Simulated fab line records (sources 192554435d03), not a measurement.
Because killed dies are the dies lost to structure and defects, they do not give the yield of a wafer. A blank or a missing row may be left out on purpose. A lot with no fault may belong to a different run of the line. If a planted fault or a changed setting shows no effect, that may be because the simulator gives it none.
Chamber matching | flow n5 finfet | cvd co-02 running N5_BEOL_M0_PRE_CLEAN_131: 3 sister chambers
The step time 15 s. 6 wafers are shown with their chamber, then 9 later ones without.

## WAFERS WITH THEIR CHAMBER
wafer  | chamber | heater power w (W)
L078.1 | 0       | 111
L079.5 | 0       | 114
L080.6 | 2       | 64
L083.3 | 1       | 70
L083.4 | 2       | 67
L083.5 | 1       | 70

## WAFERS WHOSE CHAMBER IS MISSING
wafer  | heater power w (W)
L086.1 | 114
L086.2 | 67
L086.6 | 113
L088.1 | 68
L088.4 | 66
L088.5 | 69
L092.1 | 115
L092.2 | 66
L092.3 | 64

## THE CHAMBER EACH PASSED THROUGH
wafer  | from the rows above     | in truth
L086.1 | 0                       | 0
L086.2 | can't be placed: 2 or 1 | 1
L086.6 | 0                       | 0
L088.1 | can't be placed: 1 or 2 | 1
L088.4 | 2                       | 2
L088.5 | can't be placed: 1 or 2 | 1
L092.1 | 0                       | 0
L092.2 | 2                       | 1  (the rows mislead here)
L092.3 | 2                       | 2
Correctly placed: 5 of 9. Can't be placed from these rows: 3 (the true chamber is among the candidates in 3). Number placed wrongly: 1.
How it was worked out, from the rows above alone: a wafer's distance from a chamber is the root of the sum, over the readings, of the square of ((its reading less the chamber's mean) divided by the reading's scatter). If the next closest chamber is less than 2 further off than the closest, the wafer can't be placed; otherwise it belongs to the closest. Each chamber's mean is taken over the wafers shown for it. How the scatter is found: for the shown wafers, subtract from each reading the mean of its chamber, square and add these, divide the total by (wafers less chambers), then take the root.
